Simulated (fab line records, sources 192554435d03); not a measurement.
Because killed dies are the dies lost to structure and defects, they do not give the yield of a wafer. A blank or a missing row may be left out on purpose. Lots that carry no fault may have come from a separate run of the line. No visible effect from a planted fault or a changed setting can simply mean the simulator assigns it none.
Chamber matching	flow n5Finfet	4 sister chambers for N5_GATE_CUT_SAC_CAP_01 on aldSin-01
The step material SiNx, target thk 24 nm, pulse time 1 s, ald cycles 480. 4 wafers are shown with their chamber, then 12 later ones without.

EACH WAFER AND ITS CHAMBER
wafer	chamber	heaterPowerW (W)
L090.3	1	841
L093.1	0	873
L093.2	3	931
L093.3	2	941

WAFERS MISSING THEIR CHAMBER
wafer	heaterPowerW (W)
L093.4	839
L093.5	934
L093.6	941
L095.1	830
L095.5	943
L095.6	826
L096.1	837
L096.2	916
L096.6	820
L097.1	875
L097.3	848
L097.5	931

EACH ONE'S CHAMBER
wafer	from the rows above	in truth
L093.4	1	1
L093.5	can't be placed: 3 or 2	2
L093.6	can't be placed: 2 or 3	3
L095.1	1	1
L095.5	can't be placed: 2 or 3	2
L095.6	1	1
L096.1	1	1
L096.2	can't be placed: 3 or 2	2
L096.6	1	1
L097.1	0	0
L097.3	can't be placed: 1 or 0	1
L097.5	can't be placed: 3 or 2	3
Correct placement for 6 of the 12. Unplaceable from these rows: 6, with the true chamber sitting among the candidates in 6. 0 placed wrongly.
How it was worked out, from the rows above alone: a wafer's distance from a chamber is the root of the sum, over the readings, of the square of ((its reading less the chamber's mean) divided by the reading's scatter). If the next closest chamber is less than 2 further off than the closest, the wafer can't be placed; otherwise it belongs to the closest. Each chamber's mean is taken over the wafers shown for it. The scatter: root of mean squared gap, hidden wafer to nearest shown wafer, with one shown wafer a chamber.
